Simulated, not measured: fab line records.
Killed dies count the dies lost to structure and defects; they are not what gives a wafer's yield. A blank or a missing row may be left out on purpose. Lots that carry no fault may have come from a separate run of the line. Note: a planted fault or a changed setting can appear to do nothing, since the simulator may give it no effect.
A struck lot beside a sound one | flow nand-harc | 15 steps out of a route of 1159
Sound: wafers L197.1, L197.2, L197.5. Struck: wafer L211.1; the same lot's L211.4 was not struck, so it is left out; see the end for the cause.
At each step with rows: each side's tool, then ch and its chambers, then its first start. Under that, the readings that differ: sound wafers | struck wafers | difference of the means | sigmas: that difference in standard deviations of wafers without a fault.
alike: words and numbers the same on both sides, and readings whose means are apart by under 2 such deviations; not compared: readings that were withheld, readings missing a value for some wafer, numbers with overlapping values and no deviation given by the record, and bounds like >300 which may hide the same value.
A row with sigmas, a row that says differs or no value, or rows on one side alone: a step with any of these is where the two part. Numbers that have no deviation but don't overlap get no sigmas and don't part them. A reading missing from all wafers of one side parts the sides only when that side holds two or more wafers.

first, 2 steps without rows for these wafers: NHARC_A_CONTACT_ETCH_112 (etches the open film in C4F8/O2/Ar, time 94 s, target depth 922 nm); NHARC_A_CONTACT_ETCH_113 (etches the open film in C4F8/O2/Ar, time 94 s, target depth 922 nm).
NHARC_A_CONTACT_ETCH_114: etches the open film in C4F8/O2/Ar, time 94 s, target depth 922 nm.
  sound on har-cap-etch-02 ch 0,1, day 16 09:45; struck on har-cap-etch-02 ch 0, day 20 13:14
  not compared: rf-hours-counter-h, run-length-s
then, 1 step without rows for these wafers: NHARC_A_CONTACT_ETCH_115 (etches the open film in C4F8/O2/Ar, time 94 s, target depth 922 nm).
NHARC_A_CONTACT_ETCH_116: etches the open film in C4F8/O2/Ar, time 94 s, target depth 922 nm.
  sound on har-cap-etch-02 ch 0,1, day 16 09:56; struck on har-cap-etch-02 ch 0, day 20 13:25
  not compared: rf-hours-counter-h, run-length-s
then, 3 steps without rows for these wafers: NHARC_A_CONTACT_ETCH_117 (etches the open film in C4F8/O2/Ar, time 94 s, target depth 922 nm); NHARC_A_CONTACT_ETCH_118 (etches the open film in C4F8/O2/Ar, time 94 s, target depth 922 nm); NHARC_A_CONTACT_ETCH_119 (etches the open film in C4F8/O2/Ar, time 94 s, target depth 922 nm).
NHARC_A_CONTACT_ETCH_120: etches the open film in C4F8/O2/Ar, time 94 s, target depth 922 nm.
  sound on har-cap-etch-02 ch 0,1, day 16 10:18; struck on har-cap-etch-02 ch 0, day 20 13:46
  not compared: rf-hours-counter-h, run-length-s
then, 1 step without rows for these wafers: NHARC_A_CONTACT_ETCH_121 (etches the open film in C4F8/O2/Ar, time 94 s, target depth 922 nm).
NHARC_A_CONTACT_ETCH_122: etches the open film in C4F8/O2/Ar, time 95 s, target depth 930 nm.
  sound on har-cap-etch-02 ch 0,1, day 16 10:29; struck on har-cap-etch-02 ch 0, day 20 13:58
  not compared: rf-hours-counter-h, run-length-s
then, 1 step without rows for these wafers: NHARC_A_CONTACT_ETCH_123 (etches the open film in C4F8/O2/Ar, time 253 s, target depth 1090 nm).
NHARC_A_CONTACT_ETCH_90: etches the open film in CH3F/O2, target depth 40 nm, time 85.7 s.
  sound on rie-diel-09 ch 1,2,3, day 16 11:10; struck on rie-diel-11 ch 3, day 20 14:40
  reading          | sound             | struck | difference | sigmas
  run-length-s (s) | 107.2 107.7 106.2 | 74.3   | -32.7      | -76
  alike: ch3f-flow-sccm, drypump-motor-current-A, o2-flow-sccm, oes-product-au, rf-vpp-V, showerhead-plenum-p-Torr, throttle-valve-pct
  not compared: rf-hours-counter-h
NHARC_A_CONTACT_ETCH_96: etches the open film in C4F6/O2, target depth 20 nm, time 10 s.
  sound on rie-diel-09 ch 0,2; struck on rie-diel-11 ch 2
  reading                         | sound          | struck | difference | sigmas
  rf-vpp-V (V)                    | 552 549 553    | 541    | -10        | -3
  showerhead-plenum-p-Torr (Torr) | 4.20 4.02 4.20 | 3.67   | -0.47      | -2
  alike: c4f6-flow-sccm, drypump-motor-current-A, o2-flow-sccm, oes-product-au, run-length-s, throttle-valve-pct
  not compared: rf-hours-counter-h
then, 1 step without rows for these wafers: NHARC_END_SORT_01.

== WHERE THEY PART ==
First at NHARC_A_CONTACT_ETCH_90; last, within this record, at NHARC_A_CONTACT_ETCH_96.

WHY: what had been put in by the simulator
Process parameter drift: rie-diel-11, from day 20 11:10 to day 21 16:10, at NHARC_A_CONTACT_ETCH_90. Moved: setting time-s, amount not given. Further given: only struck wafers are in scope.
